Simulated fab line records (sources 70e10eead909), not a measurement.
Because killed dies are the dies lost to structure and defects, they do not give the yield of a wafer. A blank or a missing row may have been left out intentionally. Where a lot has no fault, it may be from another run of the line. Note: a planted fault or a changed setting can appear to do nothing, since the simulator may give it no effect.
Struck lot and sound lot, side by side :: flow nand harc :: 19 steps out of a route of 1302
Sound: wafers L132.1, L132.3, L132.4. Wafers struck: L138.2, L138.4, L138.6. Last of all comes the cause.
For every step that has rows: the tool of each side, followed by ch and its chambers, followed by its first start. Under that, the readings that differ: sound wafers :: struck wafers :: difference of the means :: sigmas: that difference in standard deviations of wafers without a fault.
alike: readings whose means differ by less than 2 such deviations, and words and numbers that are the same on both sides. not compared: withheld readings, readings that some wafer has no value for, bounds like >300 that may hide the same value, and numbers for which the record gives no deviation and whose values overlap.
Wherever a step has rows on one side only, a row that says differs or no value, or a row with sigmas, the two part there. Numbers that have no deviation but don't overlap get no sigmas and don't part them. Lack of a reading on every wafer of one side parts them only where that side has two or more wafers.

NHARC_P_GATE_CD_MEAS_59: target cd 720 nm.
  sound on cd sem-03 ch 0, day 5 22:02; struck on cd sem-03 ch 0, day 8 11:31
  alike: cd nm
then, 1 step without rows for these wafers: NHARC_P_GATE_HARDBAKE_60 (time 80 s).
NHARC_P_GATE_DESCUM_61: chemistry O2, time 3 s.
  sound on rie diel-03 ch 0,1,3, day 5 22:11; struck on rie diel-09 ch 0,2, day 8 11:41
  alike: drypump motor current A, oes product au, rf vpp V, showerhead plenum p Torr, throttle valve pct
  not compared: rf hours counter h
then, 1 step without rows for these wafers: NHARC_P_GATE_IMPLANT_62.
NHARC_P_GATE_STRIP_112: strips in N2/H2, time 200 s.
  sound on plasma asher-01 ch 0,1, day 5 22:36; struck on plasma asher-02 ch 0,1, day 8 12:04
  alike: drypump motor current A, heater power w, temp c
  not compared: rf hours counter h
NHARC_P_GATE_STRIP_76: strips in O2.
  sound on plasma asher-01 ch 0,1, day 5 22:50; struck on plasma asher-02 ch 0,1, day 8 12:19
  alike: drypump motor current A, heater power w, temp c
  not compared: rf hours counter h
then, 6 steps without rows for these wafers: NHARC_P_GATE_STRIP_63 (strips in SPM, time 900 s); NHARC_P_GATE_DEHYDRATE_83 (time 120 s); NHARC_P_GATE_HMDS_84 (time 30 s); NHARC_P_GATE_COAT_85; NHARC_P_GATE_SOFTBAKE_86 (time 95 s); NHARC_P_GATE_EBR_87.
NHARC_P_GATE_EXPOSE_88: exposes mask P HVN, target cd 2000 nm.
  sound on krf scanner-04 ch 0, day 5 23:35; struck on krf scanner-03 ch 0, day 8 13:07
reading: mask
sound: P_HVN#0 P_HVN#0 P_HVN#0
struck: P_HVN_R1#0 P_HVN_R1#0 P_HVN_R1#0
difference: differs
sigmas: 
  alike: reticle temp C
then, 2 steps without rows for these wafers: NHARC_P_GATE_PEB_89 (peb time 85 s); NHARC_P_GATE_DEVELOP_90 (time 70 s).
NHARC_P_GATE_CD_MEAS_91: target cd 2000 nm.
  sound on cd sem-02 ch 0, day 5 23:44; struck on cd sem-03 ch 0, day 8 13:16
reading: cd nm (nm)
sound: 2000.7 1999.9 1999.3
struck: 1978.2 1981.2 1978.1
difference: -20.8
sigmas: -9
then, 1 step without rows for these wafers: NHARC_P_GATE_HARDBAKE_92 (time 80 s).
NHARC_P_GATE_DESCUM_93: chemistry O2, time 3 s.
  sound on rie diel-09 ch 0,1,2, day 5 23:54; struck on rie diel-09 ch 0,3, day 8 13:26
reading: model.P_GATE.cd nm (nm)
sound: 2000 2000 1999
struck: 1979 1982 1978
difference: -20
sigmas: 
  alike: drypump motor current A, oes product au, rf vpp V, showerhead plenum p Torr, throttle valve pct
  not compared: rf hours counter h
then, 1 step without rows for these wafers: NHARC_P_GATE_IMPLANT_94.

== WHERE THEY PART ==
At NHARC_P_GATE_EXPOSE_88 first; at NHARC_P_GATE_CD_MEAS_91 last (within this record only). Later steps at which nothing parts them and some readings are alike: NHARC_P_GATE_DESCUM_93.

WHY: whatever the simulator had introduced
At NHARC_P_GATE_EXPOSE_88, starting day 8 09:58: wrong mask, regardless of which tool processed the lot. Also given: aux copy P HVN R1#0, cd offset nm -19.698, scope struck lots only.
